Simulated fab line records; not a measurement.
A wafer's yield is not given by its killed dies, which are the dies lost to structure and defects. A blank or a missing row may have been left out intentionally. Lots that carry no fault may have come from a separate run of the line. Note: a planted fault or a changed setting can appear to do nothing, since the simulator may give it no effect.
fab line records | flow n5Finfet
[record] lots = 10 | wafers = 30 | lastDay = 19
route steps=1938 shown BEOL_M15@1789 PASSIVATION@1936
lots that met no fault: from a run of the same line without faults
startH: hours from the record's opening day to when the first of the lot's shown wafers began | waitH: hours from the lot's prior step to this one | " identical to the entry in the row above | L1.1+2: one row covering several wafers at once | - either no value or no given start | * or withheld: withheld | < > ~ a bound
route shown NAME@n: a module of which the file shows steps, and the number in the route of the first | usual: mean and standard deviation over wafers with no fault | same: alike in all rows | chamber/n: place in a boat | sites: readings site by site | _std_site: the values' standard deviation | _edge_site: outer sites' mean less inner sites' | radiusMm: how far each site lies from the wafer's centre | mask NAME#n: copy n | behind: the last tool/chamber to shape the wafer | hold: the reason the lot was held/the length of the hold in hours/how it ended | device: the transistor (n, p or np) that didn't switch | end of line: tests run on the same wafers once the route is complete | a step without rows: its recipe alone | killed: count of dies lost to structure and defects at first sort (not the wafer's yield) | map: dies across one wafer; x = killed, . = not, _ = none there
set.NAME: the setting the step ran with; set.NAME@STEP: the setting that earlier step ran with | model.NAME: the simulator's own value behind a step, which no gauge read
the route's steps for a sample of lots (tables are steps, rows are wafers)
services: from which hour (startH, from the record's first day; less than 0 if before it) a tool's chamber was out of use, for how many hours, and why
[[steps]]
[step N5_BEOL_M15_STRIP_63]
[recipe] chemistry = O2 | powerW = 600 | tempC = 60 | pressureMtorr = 30 | rfFrequencyHz = 6e+07 | biasPowerW = 0 | overashFraction = 0.3 | o2FlowSccm = 225
[usual] chamberPressureMTorr = 30.01/0.047 | drypumpMotorCurrentA = 5.8/0.4 | oesProductAu = 0.79/0.091 | rfVppV = 3.6/0.79 | showerheadPlenumPTorr = 2.09/0.061 | throttleValvePct = 16.69/0.15
[same] biasPowerW = 0
lot.wafer | tool       | chamber | startH | waitH | chamberPressureMTorr | drypumpMotorCurrentA | oesProductAu | rfHoursCounterH | rfVppV | showerheadPlenumPTorr | throttleValvePct
L911.2    | rieDiel-04 | 0       | -      | -     | 29.99                | 5.5                  | 0.69         | 220             | 5.3    | 2.07                  | 16.82
L911.3    | "          | 2       | "      | "     | 29.93                | 6.0                  | 0.69         | 241             | 3.3    | 2.08                  | 16.69
L911.4    | "          | 1       | "      | "     | 29.94                | 5.4                  | 0.78         | 107             | 5.0    | 2.02                  | 16.78
L913.1    | rieDiel-03 | 2       | -      | -     | 30.03                | 5.7                  | 0.95         | 1               | 2.9    | 2.06                  | 16.60
L913.2    | "          | 1       | "      | "     | 30.06                | 5.2                  | 0.89         | 33              | 2.8    | 2.12                  | 16.61
L913.6    | "          | 0       | "      | "     | 30.02                | 5.4                  | 0.69         | -               | 2.6    | 2.00                  | 17.03
L914.2    | rieDiel-04 | 2       | -      | -     | 29.98                | 6.0                  | 0.67         | 245             | 3.5    | 2.08                  | 16.67
L914.3    | "          | 1       | "      | "     | 30.06                | 5.4                  | 0.79         | 112             | 4.5    | 2.02                  | 16.79
L914.4    | "          | 0       | "      | "     | 30.01                | 5.5                  | 0.69         | -               | 4.2    | 2.07                  | 16.79
L917.1    | rieDiel-03 | 1       | -      | -     | 30.02                | 5.2                  | 0.87         | 40              | 4.0    | 2.12                  | 16.62
L917.3    | "          | 3       | "      | "     | 29.93                | 5.7                  | 0.88         | 29              | 4.5    | 2.14                  | 16.54
L917.5    | "          | 3       | "      | "     | 30.06                | 5.7                  | 0.88         | -               | 3.7    | 2.14                  | 16.50
L919.2    | rieDiel-04 | 1       | -      | -     | 30.05                | 5.4                  | 0.76         | 121             | 2.7    | 2.02                  | 16.80
L919.5    | "          | 0       | "      | "     | 29.92                | 5.6                  | 0.69         | -               | 2.6    | 2.07                  | 16.82
L919.6    | "          | 1       | "      | "     | 29.96                | 5.4                  | 0.77         | -               | 3.9    | 2.02                  | 16.80
L923.1    | rieDiel-03 | 2       | -      | -     | 29.99                | 5.7                  | 0.86         | 43              | 3.9    | 2.04                  | 16.64
L923.2    | "          | 1       | "      | "     | 29.98                | 5.2                  | 0.86         | 44              | 2.9    | 2.12                  | 16.61
L923.4    | "          | 3       | "      | "     | 29.92                | 5.7                  | 0.82         | 62              | 2.8    | 2.13                  | 16.59
L926.3    | rieDiel-02 | 0       | -      | -     | 30.08                | 6.3                  | 0.66         | 249             | 2.8    | 2.06                  | 16.79
L926.5    | "          | 0       | "      | "     | 30.04                | 6.3                  | 0.67         | -               | 3.9    | 2.06                  | 16.82
L926.6    | "          | 2       | "      | "     | 30.08                | 6.3                  | 0.79         | -               | 4.3    | 2.13                  | 16.67
L930.3    | rieDiel-02 | 0       | -      | -     | 30.02                | 6.3                  | 0.66         | 256             | 3.1    | 2.06                  | 16.82
L930.5    | "          | 0       | "      | "     | 30.05                | 6.3                  | 0.66         | -               | 3.8    | 2.06                  | 16.84
L930.6    | "          | 2       | "      | "     | 30.08                | 6.3                  | 0.78         | -               | 3.1    | 2.13                  | 16.67
L925.2    | rieDiel-02 | 3       | -      | -     | 30.00                | 5.6                  | 0.80         | 105             | 4.1    | 2.21                  | 16.67
L925.4    | "          | 1       | "      | "     | 29.89                | 6.4                  | 0.99         | -               | 3.7    | 2.07                  | 16.22
L925.5    | "          | 3       | "      | "     | 30.02                | 5.5                  | 0.80         | -               | 6.5    | 2.21                  | 16.67
L932.4    | rieDiel-03 | 0       | -      | -     | 30.07                | 5.5                  | 0.97         | 1               | 3.9    | 2.25                  | 16.67
L932.5    | "          | 0       | "      | "     | 29.99                | 5.5                  | 0.98         | -               | 3.5    | 2.25                  | 16.64
L932.6    | "          | 3       | "      | "     | 29.95                | 5.7                  | 0.81         | -               | 4.4    | 2.12                  | 16.63
[step N5_BEOL_M15_CD_MEAS_28]
[recipe] targetCdNm = 407.6 | landingEnergyEv = 500 | detector = seInlens
[usual] cdNm = 408.3/1.9
lot.wafer | tool     | chamber | startH | waitH | cdNm
L911.2    | cdSem-02 | 0       | 254.55 | -     | 406.5
L911.3    | "        | 0       | "      | "     | 405.7
L911.4    | "        | 0       | "      | "     | 407.1
L913.1    | cdSem-03 | 0       | 258.86 | -     | 410.2
L913.2    | "        | 0       | "      | "     | 406.8
L913.6    | "        | 0       | "      | "     | 407.9
L914.2    | cdSem-02 | 0       | 263.19 | -     | 407.8
L914.3    | "        | 0       | "      | "     | 408.9
L914.4    | "        | 0       | "      | "     | 408.2
L917.1    | cdSem-02 | 0       | 287.61 | -     | 407.7
L917.3    | "        | 0       | "      | "     | 407.0
L917.5    | "        | 0       | "      | "     | 403.0
L919.2    | cdSem-01 | 0       | 291.08 | -     | 409.8
L919.5    | "        | 0       | "      | "     | 410.0
L919.6    | "        | 0       | "      | "     | 411.2
L923.1    | cdSem-02 | 0       | 399.91 | -     | 409.4
L923.2    | "        | 0       | "      | "     | 408.3
L923.4    | "        | 0       | "      | "     | 407.7
L926.3    | cdSem-03 | 0       | 407.67 | -     | 405.6
L926.5    | "        | 0       | "      | "     | 408.1
L926.6    | "        | 0       | "      | "     | 407.9
L930.3    | cdSem-03 | 0       | 425.71 | -     | 407.5
L930.5    | "        | 0       | "      | "     | 404.9
L930.6    | "        | 0       | "      | "     | 410.0
L925.2    | cdSem-02 | 0       | 437.46 | -     | 409.1
L925.4    | "        | 0       | "      | "     | 405.4
L925.5    | "        | 0       | "      | "     | 407.3
L932.4    | cdSem-02 | 0       | 438.07 | -     | 404.9
L932.5    | "        | 0       | "      | "     | 405.7
L932.6    | "        | 0       | "      | "     | 407.0
[step N5_BEOL_M15_STRIP_36]
[recipe] chemistry = O2 | powerW = 600 | tempC = 60 | pressureMtorr = 30 | rfFrequencyHz = 6e+07 | biasPowerW = 0 | overashFraction = 0.3 | o2FlowSccm = 225
[usual] biasPowerW = 0/0 | chamberPressureMTorr = 30.00/0.05 | drypumpMotorCurrentA = 5.8/0.39 | oesProductAu = 0.80/0.086 | rfVppV = 3.8/0.97 | showerheadPlenumPTorr = 2.09/0.06 | throttleValvePct = 16.65/0.16
lot.wafer | tool       | chamber | startH | waitH | biasPowerW | chamberPressureMTorr | drypumpMotorCurrentA | oesProductAu | rfHoursCounterH | rfVppV | showerheadPlenumPTorr | throttleValvePct
L911.2    | rieDiel-04 | 2       | 255.02 | 0.1   | 0          | 29.99                | 6.0                  | 0.69         | 242             | 3.1    | 2.08                  | 16.67
L911.3    | "          | 3       | "      | "     | 0          | 30.09                | 6.0                  | 0.88         | 67              | 2.6    | 2.05                  | 16.57
L911.4    | "          | 0       | "      | "     | 0          | 29.95                | 5.5                  | 0.68         | 221             | 2.0    | 2.07                  | 16.80
L913.1    | rieDiel-02 | 1       | 259.49 | 0.1   | 0          | 29.91                | 6.4                  | 0.70         | 211             | 3.4    | 2.08                  | 16.62
L913.2    | "          | 3       | "      | "     | 0          | 30.03                | 5.5                  | 0.85         | 52              | 4.2    | 2.23                  | 16.59
L913.6    | "          | 3       | "      | "     | 0          | 30.02                | 5.5                  | 0.85         | -               | 4.4    | 2.23                  | 16.55
L914.2    | rieDiel-02 | 3       | 265.81 | 2.2   | 0          | 29.94                | 5.5                  | 0.85         | 55              | 4.3    | 2.23                  | 16.57
L914.3    | "          | 2       | "      | "     | 0          | 30.05                | 6.3                  | 0.83         | 66              | 3.8    | 2.15                  | 16.60
L914.4    | "          | 1       | "      | "     | 0          | 30.05                | 6.4                  | 0.72         | 213             | 5.0    | 2.08                  | 16.64
L917.1    | rieDiel-02 | 1       | 288.03 | 0.1   | 0          | 30.06                | 6.4                  | 0.71         | 219             | 3.7    | 2.08                  | 16.67
L917.3    | "          | 2       | "      | "     | 0          | 29.99                | 6.3                  | 0.82         | 73              | 2.9    | 2.15                  | 16.60
L917.5    | "          | 3       | "      | "     | 0          | 30.02                | 5.5                  | 0.83         | -               | 4.5    | 2.23                  | 16.59
L919.2    | rieDiel-02 | 1       | 291.54 | 0.1   | 0          | 30.04                | 6.4                  | 0.70         | 220             | 3.2    | 2.08                  | 16.67
L919.5    | "          | 1       | "      | "     | 0          | 29.99                | 6.4                  | 0.72         | -               | 4.8    | 2.08                  | 16.65
L919.6    | "          | 0       | "      | "     | 0          | 29.99                | 6.3                  | 0.67         | -               | 5.6    | 2.07                  | 16.71
L923.1    | rieDiel-03 | 1       | 405.38 | 4.8   | 0          | 29.95                | 5.3                  | 0.86         | 47              | 5.3    | 2.12                  | 16.62
L923.2    | "          | 3       | "      | "     | 0          | 30.00                | 5.7                  | 0.81         | 65              | 2.9    | 2.12                  | 16.58
L923.4    | "          | 0       | "      | "     | 0          | 30.03                | 5.5                  | 0.68         | 248             | 5.0    | 1.98                  | 17.12
L926.3    | rieDiel-03 | 1       | 428.37 | 20.1  | -          | -                    | -                    | -            | -               | -      | -                     | -
L926.5    | "          | 1       | "      | "     | -          | -                    | -                    | -            | -               | -      | -                     | -
L926.6    | "          | 3       | "      | "     | -          | -                    | -                    | -            | -               | -      | -                     | -
L930.3    | rieDiel-02 | 2       | 433.35 | 7.3   | -          | -                    | -                    | -            | -               | -      | -                     | -
L930.5    | "          | 1       | "      | "     | -          | -                    | -                    | -            | -               | -      | -                     | -
L930.6    | "          | 3       | "      | "     | -          | -                    | -                    | -            | -               | -      | -                     | -
L925.2    | rieDiel-04 | 1       | 439.99 | 1.8   | -          | -                    | -                    | -            | -               | -      | -                     | -
L925.4    | "          | 2       | "      | "     | -          | -                    | -                    | -            | -               | -      | -                     | -
L925.5    | "          | 1       | "      | "     | -          | -                    | -                    | -            | -               | -      | -                     | -
L932.4    | rieDiel-03 | 2       | 440.05 | 1.6   | 0          | 29.93                | 5.7                  | 0.85         | 56              | 4.0    | 2.04                  | 16.68
L932.5    | "          | 2       | "      | "     | 0          | 30.01                | 5.7                  | 0.84         | -               | 4.6    | 2.04                  | 16.70
L932.6    | "          | 1       | "      | "     | 0          | 29.95                | 5.2                  | 0.85         | -               | 3.8    | 2.11                  | 16.65
[step N5_BEOL_M15_STRIP_37]
[recipe] chemistry = O2 | powerW = 600 | tempC = 60 | pressureMtorr = 30 | rfFrequencyHz = 6e+07 | biasPowerW = 0 | overashFraction = 0.3 | o2FlowSccm = 225
[usual] chamberPressureMTorr = 30.00/0.036 | drypumpMotorCurrentA = 5.8/0.39 | oesProductAu = 0.80/0.085 | rfVppV = 3.6/0.63 | showerheadPlenumPTorr = 2.09/0.06 | throttleValvePct = 16.64/0.16
[same] biasPowerW = 0
lot.wafer | tool       | chamber | startH | waitH | chamberPressureMTorr | drypumpMotorCurrentA | oesProductAu | rfHoursCounterH | rfVppV | showerheadPlenumPTorr | throttleValvePct
L911.2    | rieDiel-04 | 1       | -      | -     | 29.99                | 5.4                  | 0.79         | 108             | 3.6    | 2.02                  | 16.78
L911.3    | "          | 2       | "      | "     | 30.04                | 6.0                  | 0.69         | 242             | 3.2    | 2.08                  | 16.66
L911.4    | "          | 3       | "      | "     | 29.97                | 6.1                  | 0.86         | 67              | 4.1    | 2.06                  | 16.56
L913.1    | rieDiel-02 | 1       | -      | -     | 30.02                | 6.4                  | 0.70         | 211             | 3.2    | 2.08                  | 16.63
L913.2    | "          | 3       | "      | "     | 29.98                | 5.5                  | 0.85         | 52              | 3.4    | 2.23                  | 16.57
L913.6    | "          | 3       | "      | "     | 29.98                | 5.5                  | 0.85         | -               | 4.5    | 2.23                  | 16.56
L914.2    | rieDiel-02 | 3       | -      | -     | 30.01                | 5.6                  | 0.84         | 55              | 3.8    | 2.23                  | 16.58
L914.3    | "          | 2       | "      | "     | 30.06                | 6.4                  | 0.83         | 66              | 4.2    | 2.15                  | 16.58
L914.4    | "          | 1       | "      | "     | 29.97                | 6.4                  | 0.70         | 213             | 3.6    | 2.08                  | 16.65
L917.1    | rieDiel-02 | 1       | -      | -     | 30.00                | 6.4                  | 0.71         | 219             | 4.2    | 2.08                  | 16.65
L917.3    | "          | 2       | "      | "     | 30.05                | 6.4                  | 0.82         | 73              | 4.1    | 2.15                  | 16.62
L917.5    | "          | 3       | "      | "     | 30.00                | 5.5                  | 0.85         | -               | 3.0    | 2.23                  | 16.61
L919.2    | rieDiel-02 | 1       | -      | -     | 29.99                | 6.4                  | 0.70         | 220             | 3.7    | 2.08                  | 16.65
L919.5    | "          | 1       | "      | "     | 30.13                | 6.4                  | 0.70         | -               | 2.7    | 2.08                  | 16.66
L919.6    | "          | 0       | "      | "     | 30.05                | 6.3                  | 0.68         | -               | 4.5    | 2.07                  | 16.75
L923.1    | rieDiel-03 | 1       | -      | -     | 29.98                | 5.2                  | 0.86         | 47              | 2.9    | 2.12                  | 16.61
L923.2    | "          | 3       | "      | "     | 30.03                | 5.7                  | 0.83         | 65              | 3.0    | 2.12                  | 16.61
L923.4    | "          | 0       | "      | "     | 29.99                | 5.5                  | 0.69         | 248             | 3.4    | 1.98                  | 17.11
L926.3    | rieDiel-03 | 1       | -      | -     | 29.95                | 5.2                  | 0.85         | 53              | 3.0    | 2.12                  | 16.66
L926.5    | "          | 1       | "      | "     | 29.94                | 5.2                  | 0.84         | -               | 5.5    | 2.12                  | 16.67
L926.6    | "          | 3       | "      | "     | 30.04                | 5.7                  | 0.81         | -               | 2.5    | 2.12                  | 16.62
L930.3    | rieDiel-02 | 2       | -      | -     | 30.02                | 6.4                  | 0.77         | 116             | 3.2    | 2.13                  | 16.66
L930.5    | "          | 1       | "      | "     | 30.02                | 6.4                  | 1.01         | -               | 3.7    | 2.07                  | 16.24
L930.6    | "          | 3       | "      | "     | 29.96                | 5.5                  | 0.78         | -               | 4.3    | 2.21                  | 16.67
L925.2    | rieDiel-04 | 1       | -      | -     | 30.03                | 5.4                  | 0.73         | 160             | 4.0    | 2.01                  | 16.88
L925.4    | "          | 2       | "      | "     | 30.07                | 6.0                  | 0.87         | -               | 5.4    | 2.06                  | 16.28
L925.5    | "          | 1       | "      | "     | 30.04                | 5.4                  | 0.74         | -               | 4.4    | 2.01                  | 16.88
L932.4    | rieDiel-03 | 2       | -      | -     | 30.01                | 5.7                  | 0.84         | 56              | 3.7    | 2.04                  | 16.65
L932.5    | "          | 2       | "      | "     | 29.98                | 5.7                  | 0.84         | -               | 3.7    | 2.04                  | 16.68
L932.6    | "          | 1       | "      | "     | 29.96                | 5.2                  | 0.85         | -               | 3.6    | 2.12                  | 16.64
[step N5_PASSIVATION_PROBE_49]
[usual] defectLimitedYield = 91.2/1.4 | killed_at_M0_to_M3 = 36/10 | killed_at_M4_up = 13/5.1 | killedAtContacts = 12/5.4 | killedAtFrontEnd = 39/11 | killedAtOther = 3.5/2.4 | killedDies = 104/17 | killedOpen = 67/13 | killedShort = 36/8.3 | sort_bin_5_function = 5.2/0.98 | sort_bin_6_memory = 3.3/0.68 | sortNPass = 1076/17 | sortYieldPct = 91.2/1.4
[same] grossDies = 1180 | killedAtBackSide = 0 | sort_bin_4_leakage[%] = 0 | sort_bin_8_speed[%] = 0
lot.wafer | tool      | chamber | startH | waitH | defectLimitedYield[%] | killed_at_M0_to_M3 | killed_at_M4_up | killedAtContacts | killedAtFrontEnd | killedAtOther | killedDies | killedOpen | killedShort | sort_bin_5_function[%] | sort_bin_6_memory[%] | sortNPass | sortYieldPct[%]
L917.1    | prober-01 | -       | 303.72 | 0.0   | 89.7                  | 52                 | 9               | 12               | 41               | 8             | 122        | 58         | 64          | 5.8                    | 4.0                  | 1058      | 89.7
L917.3    | prober-01 | -       | 303.82 | 0.1   | 89.0                  | 54                 | 13              | 5                | 51               | 7             | 130        | 89         | 41          | 7.0                    | 3.7                  | 1050      | 89.0
L917.5    | prober-01 | -       | 303.92 | 0.2   | 90.2                  | 57                 | 11              | 12               | 33               | 3             | 116        | 65         | 51          | 5.7                    | 3.6                  | 1064      | 90.2
L930.5    | prober-01 | -       | 451.00 | 0.2   | 90.6                  | 50                 | 7               | 7                | 45               | 2             | 111        | 64         | 36          | 5.1                    | 3.3                  | 1069      | 90.6
// killed by level:class
L917.1 BEOL_M0_SAQP:geometricParticle:short=23 FIN_SAQP:geometricParticle:short=9 MOL_CONTACT_COAG:geometricParticle:open=9 BEOL_M0_SAQP:geometricParticle:open=8 FIN_SAQP:geometricParticle:open=6 STI_FIN_REVEAL:geometricParticle:open=6 BEOL_M4:geometricParticle:open=6 GATE_CUT:geometricParticle:short=5
L917.3 FIN_SAQP:geometricParticle:open=20 BEOL_M3:geometricParticle:open=13 BEOL_M0_SAQP:geometricParticle:open=12 BEOL_M0_SAQP:geometricParticle:short=9 FIN_SAQP:geometricParticle:short=8 BEOL_M1:geometricParticle:open=7 BEOL_M2:geometricParticle:open=5 BEOL_M3:geometricParticle:short=5
L917.5 BEOL_M0_SAQP:geometricParticle:open=18 BEOL_M0_SAQP:geometricParticle:short=18 MOL_CONTACT_COAG:geometricParticle:open=8 FIN_SAQP:geometricParticle:short=7 BEOL_M2:geometricParticle:open=7 BEOL_M1:geometricParticle:open=6 STARTING-WAFER:geometricParticle:short=6 FIN_SAQP:geometricParticle:open=4
L930.5 BEOL_M1:geometricParticle:open=12 FIN_SAQP:geometricParticle:open=10 HKMG_FIN:areaEtch=10 BEOL_M0:geometricParticle:open=9 BEOL_M2:geometricParticle:open=8 FIN_SAQP:geometricParticle:short=6 MOL_CONTACT_COAG:geometricParticle:open=6 DUMMY_GATE:geometricParticle:open=4
[[services]]
tool       | chamber | startH | hours | kind
rieDiel-03 | 2       | 235.29 | -     | clean
rieDiel-03 | 2       | 235.29 | -     | consumableReplace:focusRing
rieDiel-03 | 2       | 235.29 | 19.3  | scheduledDown
rieDiel-03 | 2       | 235.29 | 19.3  | ventCycle
rieDiel-04 | 2       | 276.93 | -     | clean
rieDiel-04 | 2       | 276.93 | -     | consumableReplace:focusRing
rieDiel-04 | -       | 291.47 | 14.6  | pm
rieDiel-03 | 1       | 298.37 | 98.2  | repair
rieDiel-02 | 1       | 404.56 | -     | clean
rieDiel-02 | 1       | 404.56 | -     | consumableReplace:focusRing
rieDiel-02 | 1       | 404.56 | 23.2  | scheduledDown
rieDiel-02 | 1       | 404.56 | 23.2  | ventCycle
rieDiel-03 | 0       | 412.97 | -     | clean
rieDiel-03 | 0       | 412.97 | -     | consumableReplace:focusRing
rieDiel-03 | 0       | 412.97 | -     | consumableReplace:showerhead
rieDiel-03 | 0       | 412.97 | 18.1  | scheduledDown
rieDiel-03 | 0       | 412.97 | 18.1  | ventCycle
rieDiel-04 | 3       | 414.67 | 47.5  | repair
rieDiel-04 | 2       | 425.05 | 4.3   | repair
rieDiel-02 | 0       | 428.19 | -     | clean
rieDiel-02 | 0       | 428.19 | -     | consumableReplace:focusRing
rieDiel-02 | 0       | 428.19 | 16.5  | scheduledDown
rieDiel-02 | 0       | 428.19 | 16.5  | ventCycle
rieDiel-02 | 3       | 439.20 | 20.9  | repair
[[key]]
[firstSign] step = N5_BEOL_M15_STRIP_36 | reading = toolRecord | direction = missing
effect none on later readings
metAt N5_BEOL_M15_STRIP_36
struckLots L925,L926,L930
[baselineLoss] step = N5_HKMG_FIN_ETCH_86 | wafers = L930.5
notActingAt N5_BEOL_M15_STRIP_63,N5_BEOL_M15_CD_MEAS_28,N5_BEOL_M15_STRIP_37
onsetBetween 405.38 428.37
[fault] kind = skippedStepWhole | tool = rieDiel-02,rieDiel-03,rieDiel-04 | chamber = - | onsetH = 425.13 | steps = N5_BEOL_M15_STRIP_36 | scope = struckLotsOnly
// baselineLoss: these wafers lose ten dies or more at that step, a loss of the line's own and not of a fault; the sort's usual values leave them out
